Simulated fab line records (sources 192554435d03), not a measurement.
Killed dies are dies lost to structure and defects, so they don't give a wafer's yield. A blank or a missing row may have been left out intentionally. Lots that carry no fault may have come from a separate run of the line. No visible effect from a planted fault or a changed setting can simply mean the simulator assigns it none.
Which tool did it?    flow n5_finfet    Sampling: 9 lots, 27 wafers, 7 of 1938 route steps

== WHAT THE GAUGES READ, wafer by wafer ==
N5_FIN_SAQP_INSPECT_40: inspects for defects (brightfield).
lot   measured     on                 raw_defect_count
L218  day 2 08:22  defect_inspect-01  161 183 191
L219  day 2 15:25  defect_inspect-02  319 175 247
L221  day 3 02:50  defect_inspect-01  304 229 218
L222  day 3 10:49  defect_inspect-01  518 579 662
L224  day 3 21:21  defect_inspect-02  657 631 525
L229  day 5 04:35  defect_inspect-01  179 230 142
L230  day 5 13:05  defect_inspect-02  284 177 157
L231  day 5 15:11  defect_inspect-02  231 198 230
L237  day 7 03:16  defect_inspect-02  237 238 220

N5_FIN_CUT_INSPECT_10: inspects for defects (brightfield).
lot   measured     on                 raw_defect_count
L218  day 2 08:46  defect_inspect-02  28 22 45
L219  day 2 15:56  defect_inspect-02  54 28 41
L221  day 3 03:14  defect_inspect-02  44 52 39
L222  day 3 11:20  defect_inspect-01  391 390 399
L224  day 3 21:52  defect_inspect-02  413 424 376
L229  day 5 04:58  defect_inspect-01  42 50 30
L230  day 5 13:36  defect_inspect-01  55 35 53
L231  day 5 15:35  defect_inspect-01  37 34 58
L237  day 7 03:40  defect_inspect-01  55 32 46

N5_BEOL_M4_RC_MEAS_101.
lot   measured      on         DIBL_N (mV/V)   DIBL_P (mV/V)   IOFF_N (nA/um)  IOFF_P (nA/um)  ION_N (uA/um)  ION_P (uA/um)  SS_N (mV/dec)   SS_P (mV/dec)   VT_N (mV)    VT_P (mV)
L218  day 8 08:55   prober-02  34.6 34.0 37.1  34.5 33.7 37.9  0.14 0.13 0.18  0.19 0.17 0.23  669 667 689    462 460 467    71.7 71.6 71.5  72.8 72.1 73.1  252 253 246  -248 -253 -247
L219  day 8 13:37   prober-01  36.0 35.2 37.9  37.7 36.5 39.5  0.17 0.16 0.22  0.24 0.22 0.28  685 686 693    469 471 476    71.2 71.3 72.1  73.6 73.5 74.4  248 249 247  -250 -250 -246
L221  day 9 21:58   prober-02  35.7 34.6 36.0  37.8 35.9 37.8  0.17 0.14 0.18  0.19 0.17 0.20  678 662 680    457 451 459    71.7 71.5 71.9  73.8 73.2 74.4  250 252 247  -254 -256 -251
L222  day 9 17:30   prober-02  37.9 35.0 37.2  39.1 34.9 37.8  0.19 0.13 0.16  0.23 0.17 0.21  686 666 669    461 458 459    72.5 70.4 71.7  74.7 73.3 73.2  247 255 251  -251 -254 -252
L224  day 10 00:14  prober-02  36.7 32.4 36.7  38.2 33.1 37.7  0.19 0.12 0.19  0.24 0.16 0.23  682 671 682    472 461 465    72.0 71.7 71.5  74.0 72.1 73.9  244 254 246  -249 -253 -250
L229  day 11 07:11  prober-01  35.3 35.7 36.4  34.5 34.5 34.9  0.14 0.15 0.16  0.18 0.20 0.20  679 679 678    463 461 459    71.1 71.2 71.6  72.3 72.8 73.1  250 248 247  -252 -249 -252
L230  day 11 12:10  prober-02  38.0 34.5 38.1  36.6 33.9 37.7  0.19 0.13 0.20  0.25 0.21 0.28  695 676 695    473 473 474    72.4 70.4 72.4  73.9 72.5 74.1  243 250 244  -244 -250 -244
L231  day 11 16:40  prober-01  34.4 36.8 37.4  34.9 37.8 38.2  0.12 0.15 0.16  0.16 0.20 0.20  665 668 682    453 456 465    69.9 71.1 71.3  72.7 73.4 73.6  255 254 253  -258 -252 -254
L237  day 13 14:23  prober-01  36.7 35.4 35.4  38.0 35.9 36.5  0.19 0.17 0.18  0.23 0.19 0.19  681 684 690    460 460 466    71.7 71.5 71.6  73.4 73.1 73.5  245 246 248  -249 -253 -254

== TOOL THAT RAN EACH LOT (tool first, then ch and the chambers of the sampled wafers, then the start) ==
lot   N5_FIN_SAQP_SPACER1_ALD_24        N5_FIN_SAQP_MANDREL1_REMOVE_56   N5_FIN_SAQP_RECESS_63              N5_FIN_SAQP_FIN_ETCH_36
L218  ald_sin-03 ch 0,1,2, day 2 04:53  rie_si-05 ch 0,1,3, day 2 05:41  vapor_etch-02 ch 0,1, day 2 06:04  rie_si-05 ch 1,2,3, day 2 08:07
L219  ald_sin-04 ch 0,3, day 2 11:35    rie_si-05 ch 1,2,3, day 2 12:28  vapor_etch-02 ch 0,1, day 2 13:01  rie_si-05 ch 2,3, day 2 15:10
L221  ald_sin-04 ch 2,3, day 2 23:41    rie_si-05 ch 0,3, day 3 00:33    vapor_etch-01 ch 0,1, day 3 00:59  rie_si-05 ch 0,1,2, day 3 02:35
L222  ald_sin-04 ch 0,1,3, day 3 06:19  rie_si-03 ch 0,1,3, day 3 07:17  vapor_etch-02 ch 0,1, day 3 07:47  rie_si-05 ch 1,2, day 3 10:34
L224  ald_sin-04 ch 0,1,3, day 3 18:09  rie_si-03 ch 0,3, day 3 18:58    vapor_etch-01 ch 0,1, day 3 19:23  rie_si-04 ch 0,2, day 3 21:04
L229  ald_sin-03 ch 0,2, day 4 23:46    rie_si-04 ch 0,1,2, day 5 00:35  vapor_etch-02 ch 0,1, day 5 01:05  rie_si-04 ch 1,2,3, day 5 04:20
L230  ald_sin-03 ch 1,3, day 5 07:37    rie_si-05 ch 0,1,3, day 5 08:26  vapor_etch-01 ch 0,1, day 5 08:49  rie_si-03 ch 1,2, day 5 12:50
L231  ald_sin-02 ch 0,2,3, day 5 11:58  rie_si-04 ch 0,1,2, day 5 12:50  vapor_etch-02 ch 0,1, day 5 13:22  rie_si-03 ch 1,2,3, day 5 14:56
L237  ald_sin-02 ch 1,2, day 6 23:43    rie_si-03 ch 1,3, day 7 00:47    vapor_etch-02 ch 0,1, day 7 01:10  rie_si-05 ch 0,1, day 7 03:01
- N5_FIN_SAQP_SPACER1_ALD_24: deposits SiO2, target thk 20.3 nm, pulse time 1 s, purge time 2 s.
- N5_FIN_SAQP_MANDREL1_REMOVE_56: chemistry HBr/Cl2/O2, target a-Si, stops on SiNx, bt time 10 s.
- N5_FIN_SAQP_RECESS_63: chemistry HF/NH3, target SiO2, target depth 18 nm, afs cycles 3, sublimation time 60 s.
- N5_FIN_SAQP_FIN_ETCH_36: etches the open film in HBr/Cl2/O2, target depth 120 nm, time 50.4 s.

== WHAT THE TOOLS THEMSELVES READ (means of the sampled wafers that have a number; where no wafer has one, the mark that the record gives instead) ==
N5_FIN_SAQP_SPACER1_ALD_24.
lot   tool        heater_power_w (W)  precursor_pulse_height_rel
L218  ald_sin-03  466                 1.004
L219  ald_sin-04  538                 0.996
L221  ald_sin-04  475                 1.006
L222  ald_sin-04  489                 0.992
L224  ald_sin-04  497                 1.017
L229  ald_sin-03  454                 1.006
L230  ald_sin-03  510                 0.993
L231  ald_sin-02  444                 1.007
L237  ald_sin-02  467                 0.997

N5_FIN_SAQP_MANDREL1_REMOVE_56.
lot   tool       drypump_motor_current_A (A)  oes_product_au (a.u.)  throttle_valve_pct (%)
L218  rie_si-05  6.1                          1.010                  36.6
L219  rie_si-05  6.1                          0.999                  36.6
L221  rie_si-05  5.8                          1.022                  36.8
L222  rie_si-03  5.8                          0.995                  36.6
L224  rie_si-03  5.7                          1.007                  36.6
L229  rie_si-04  5.4                          1.023                  36.7
L230  rie_si-05  6.1                          1.011                  36.6
L231  rie_si-04  5.4                          1.032                  36.6
L237  rie_si-03  5.8                          0.989                  36.3

N5_FIN_SAQP_RECESS_63.
lot   tool           drypump_motor_current_A (A)
L218  vapor_etch-02  6.0
L219  vapor_etch-02  6.0
L221  vapor_etch-01  6.3
L222  vapor_etch-02  6.0
L224  vapor_etch-01  6.3
L229  vapor_etch-02  6.0
L230  vapor_etch-01  6.3
L231  vapor_etch-02  5.9
L237  vapor_etch-02  6.0

N5_FIN_SAQP_FIN_ETCH_36.
lot   tool       drypump_motor_current_A (A)  oes_product_au (a.u.)  throttle_valve_pct (%)
L218  rie_si-05  6.1                          0.987                  35.9
L219  rie_si-05  5.9                          0.988                  36.1
L221  rie_si-05  5.9                          1.016                  36.1
L222  rie_si-05  6.2                          0.992                  35.9
L224  rie_si-04  5.6                          1.021                  35.8
L229  rie_si-04  5.7                          1.017                  35.9
L230  rie_si-03  6.3                          0.988                  36.2
L231  rie_si-03  6.0                          0.986                  36.0
L237  rie_si-05  6.1                          1.003                  35.9

== THE ANSWER, worked out from the rows above alone ==
Rule: usual is defined by the lots themselves. Put in order of their means at a reading, lots are off if they are a third of the lots or fewer, leave a main group of 4 or more, and stand apart from it by a gap of 3 or more times the standard deviation of the main group's means; of several such gaps the widest counts. A main group is skipped when, at the precision printed for the reading in the tables above, its means are all equal. A lot without any number at a reading at which 4 lots or more have one is off too. Where the step has rows for the other lots, those lots are counted as sound. First the gauges in route order, then the tools' own readings, where a lot's mean is used as printed above. The first step at which some lot is off is used, and at that step the reading that is off furthest; a lot without a number counts as furthest.
Off, at N5_FIN_SAQP_INSPECT_40 on raw_defect_count: L222, L224. The main group: mean 217, standard deviation 27.
A tool fits if, at a process step before that reading, it ran every lot that is off, and no sound lot after the first of them. Those tools and the gauges at N5_FIN_SAQP_INSPECT_40 are tried in the same way. One fits: ald_sin-04 at N5_FIN_SAQP_SPACER1_ALD_24. A fault onset in the window from L221 (day 2 23:41, its last sound lot) to L222 (day 3 06:19, its first lot off) fits.

== WHAT WAS PUT IN BY THE SIMULATOR ==
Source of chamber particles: ald_sin-04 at N5_FIN_SAQP_SPACER1_ALD_24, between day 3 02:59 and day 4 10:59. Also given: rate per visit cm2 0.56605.
Lots struck among those shown: L222, L224. This agrees with what the rule above found.
